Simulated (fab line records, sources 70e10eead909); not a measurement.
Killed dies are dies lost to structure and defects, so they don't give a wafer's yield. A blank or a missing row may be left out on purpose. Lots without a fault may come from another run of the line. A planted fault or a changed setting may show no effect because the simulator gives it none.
Which tool did it? | flow nand_harc | 23 lots, 69 wafers sampled, at 3 steps of a route of 1159

WHAT THE GAUGES READ, wafer by wafer
NHARC_A_CHANNEL_FILL_D1_INSPECT_13.
lot  | measured     | on                | raw_defect_count
L075 | day 11 05:32 | defect_inspect-02 | 722 501 261
L074 | day 11 09:11 | defect_inspect-02 | 166 293 174
L077 | day 11 05:22 | defect_inspect-01 | 379 205 317
L078 | day 11 05:22 | defect_inspect-02 | 196 330 185
L079 | day 11 14:39 | defect_inspect-02 | 275 441 279
L076 | day 11 14:37 | defect_inspect-01 | 116 223 218
L080 | day 11 22:30 | defect_inspect-01 | 230 176 209
L081 | day 12 09:16 | defect_inspect-02 | 209 458 372
L082 | day 12 17:23 | defect_inspect-01 | 261 240 255
L084 | day 13 00:52 | defect_inspect-01 | 526 245 184
L083 | day 13 00:51 | defect_inspect-02 | 382 580 820
L085 | day 13 12:43 | defect_inspect-02 | 411 198 370
L087 | day 13 20:42 | defect_inspect-01 | 364 431 432
L086 | day 13 20:32 | defect_inspect-01 | 390 639 373
L088 | day 14 01:51 | defect_inspect-01 | 223 343 424
L090 | day 14 12:17 | defect_inspect-01 | 216 241 214
L089 | day 14 12:19 | defect_inspect-02 | 271 149 179
L091 | day 14 16:57 | defect_inspect-02 | 172 195 271
L092 | day 15 10:23 | defect_inspect-02 | 202 195 356
L094 | day 15 14:04 | defect_inspect-01 | 429 427 347
L093 | day 15 06:39 | defect_inspect-01 | 195 292 323
L095 | day 15 14:06 | defect_inspect-02 | 525 394 525
L096 | day 15 18:47 | defect_inspect-02 | 307 255 228

WHICH TOOL RAN EACH LOT (tool, then ch and the chambers of the sampled wafers, then the start)
lot  | NHARC_A_CHANNEL_FILL_D1_ETCHBACK_19 | NHARC_A_CHANNEL_FILL_D1_ALD_25
L075 | rie_si-04 ch 0,2,3, day 10 05:37    | ald_hk-03 ch 1,2,3, day 10 18:37
L074 | rie_si-02 ch 0,2,3, day 10 05:37    | ald_hk-04 ch 0,3, day 10 21:04
L077 | rie_si-02 ch 0,1,3, day 10 08:16    | ald_hk-02 ch 0,1,2, day 10 17:22
L078 | rie_si-04 ch 0,2,3, day 10 08:16    | ald_hk-04 ch 0,1,3, day 10 17:23
L079 | rie_si-05 ch 1,2,3, day 10 14:40    | ald_hk-02 ch 0,2,3, day 11 03:47
L076 | rie_si-04 ch 0,2, day 10 14:40      | ald_hk-03 ch 2,3, day 11 03:08
L080 | rie_si-05 ch 0,1,2, day 10 22:45    | ald_hk-03 ch 1,2,3, day 11 10:33
L081 | rie_si-05 ch 0,2,3, day 11 09:08    | ald_hk-02 ch 0,1, day 11 21:07
L082 | rie_si-05 ch 2,3, day 11 17:19      | ald_hk-04 ch 2,3, day 12 05:16
L084 | rie_si-02 ch 0,1,2, day 12 00:29    | ald_hk-03 ch 0,1,3, day 12 12:50
L083 | rie_si-05 ch 0,1,2, day 12 00:29    | ald_hk-04 ch 1,2,3, day 12 12:56
L085 | rie_si-05 ch 0,3, day 12 13:12      | ald_hk-04 ch 0,1,2, day 13 00:55
L087 | rie_si-02 ch 2,3, day 12 20:34      | ald_hk-03 ch 1,2,3, day 13 09:48
L086 | rie_si-05 ch 0,1,3, day 12 20:34    | ald_hk-04 ch 0,3, day 13 08:33
L088 | rie_si-04 ch 1,3, day 13 01:52      | ald_hk-02 ch 1,3, day 13 13:37
L090 | rie_si-04 ch 0,1,2, day 13 12:25    | ald_hk-04 ch 0,2,3, day 14 00:26
L089 | rie_si-02 ch 1,3, day 13 12:26      | ald_hk-03 ch 2,3, day 14 00:25
L091 | rie_si-02 ch 1,2,3, day 13 16:50    | ald_hk-02 ch 1,2,3, day 14 04:50
L092 | rie_si-02 ch 0,3, day 14 06:46      | ald_hk-02 ch 0,2,3, day 14 21:09
L094 | rie_si-04 ch 0,2,3, day 14 06:46    | ald_hk-04 ch 1,2,3, day 14 22:26
L093 | rie_si-05 ch 0,1,3, day 14 06:46    | ald_hk-04 ch 1,2,3, day 14 18:43
L095 | rie_si-02 ch 2,3, day 14 14:38      | ald_hk-03 ch 1,2,3, day 15 04:09
L096 | rie_si-04 ch 2,3, day 14 14:38      | ald_hk-04 ch 0,2, day 15 07:22
- NHARC_A_CHANNEL_FILL_D1_ETCHBACK_19: etches the open film in HBr/Cl2, target depth 5 nm, time 1.7 s.
- NHARC_A_CHANNEL_FILL_D1_ALD_25: deposits SiOx, target thk 60 nm, pulse time 10 s, ald cycles 600.

WHAT THE TOOLS THEMSELVES READ (means of the sampled wafers that have a number; where no wafer has one, the mark that the record gives instead)
NHARC_A_CHANNEL_FILL_D1_ETCHBACK_19.
lot  | tool      | drypump_motor_current_A (A) | oes_product_au (a.u.) | rf_fwd_power_W (W) | throttle_valve_pct (%)
L075 | rie_si-04 | 5.4                         | 0.994                 | 388.5              | 26.405
L074 | rie_si-02 | 5.4                         | 1.004                 | 389.4              | 26.408
L077 | rie_si-02 | 5.8                         | 1.010                 | 391.0              | 26.412
L078 | rie_si-04 | 5.4                         | 0.993                 | 391.0              | 26.410
L079 | rie_si-05 | 5.5                         | 1.005                 | 390.0              | 26.408
L076 | rie_si-04 | 5.3                         | 0.993                 | 391.0              | 26.400
L080 | rie_si-05 | 5.7                         | 1.001                 | 389.5              | 26.394
L081 | rie_si-05 | 5.6                         | 1.011                 | 389.5              | 26.408
L082 | rie_si-05 | 5.5                         | 1.007                 | 390.6              | 26.402
L084 | rie_si-02 | 5.9                         | 0.988                 | 389.5              | 26.406
L083 | rie_si-05 | 5.7                         | 1.004                 | 390.9              | 26.399
L085 | rie_si-05 | 5.5                         | 1.011                 | 389.8              | 26.413
L087 | rie_si-02 | 5.3                         | 1.004                 | 391.2              | 26.404
L086 | rie_si-05 | 5.5                         | 1.009                 | 390.5              | 26.396
L088 | rie_si-04 | 5.8                         | 1.003                 | 392.2              | 26.403
L090 | rie_si-04 | 5.5                         | 1.003                 | 390.8              | 26.406
L089 | rie_si-02 | 6.2                         | 0.991                 | 390.0              | 26.401
L091 | rie_si-02 | 5.8                         | 0.995                 | 389.6              | 26.413
L092 | rie_si-02 | 5.4                         | 1.004                 | 388.4              | 26.416
L094 | rie_si-04 | 5.5                         | 0.988                 | 391.3              | 26.400
L093 | rie_si-05 | 5.5                         | 1.002                 | 389.1              | 26.400
L095 | rie_si-02 | 5.4                         | 1.008                 | 390.5              | 26.402
L096 | rie_si-04 | 5.6                         | 0.996                 | 390.1              | 26.406

NHARC_A_CHANNEL_FILL_D1_ALD_25.
lot  | tool      | heater_power_w (W) | precursor_pulse_height_rel
L075 | ald_hk-03 | 496                | 1.007
L074 | ald_hk-04 | 475                | 0.981
L077 | ald_hk-02 | 499                | 0.990
L078 | ald_hk-04 | 494                | 1.004
L079 | ald_hk-02 | 473                | 1.006
L076 | ald_hk-03 | 471                | 0.991
L080 | ald_hk-03 | 500                | 0.990
L081 | ald_hk-02 | 497                | 1.000
L082 | ald_hk-04 | 460                | 1.030
L084 | ald_hk-03 | 504                | 0.993
L083 | ald_hk-04 | 485                | 1.016
L085 | ald_hk-04 | 493                | 0.986
L087 | ald_hk-03 | 500                | 0.992
L086 | ald_hk-04 | 486                | 1.004
L088 | ald_hk-02 | 459                | 0.995
L090 | ald_hk-04 | 472                | 0.995
L089 | ald_hk-03 | 507                | 0.984
L091 | ald_hk-02 | 455                | 1.004
L092 | ald_hk-02 | 471                | 0.991
L094 | ald_hk-04 | 494                | 0.997
L093 | ald_hk-04 | 495                | 0.996
L095 | ald_hk-03 | 498                | 0.994
L096 | ald_hk-04 | 476                | 0.994

THE ANSWER, worked out from the rows above alone
Rule: what is usual is taken from the lots themselves. Put in order of their means at a reading, lots are off if they are a third of the lots or fewer, leave a main group of 4 or more, and stand apart from it by a gap of 3 or more times the standard deviation of the main group's means; of several such gaps the widest counts. A main group whose means are all the same, to the digits that the tables above print for the reading, isn't used. A lot without any number at a reading at which 4 lots or more have one is off too. The other lots that the step has rows for count as sound. The gauges are gone through in route order, then the tools' own readings, and for those a lot's mean is taken as printed above. The first step at which some lot is off is used, and at that step the reading that is off furthest; a lot without a number counts as furthest.
No lot is off at any reading shown: from this, nothing can be told.

WHAT THE SIMULATOR HAD PUT IN
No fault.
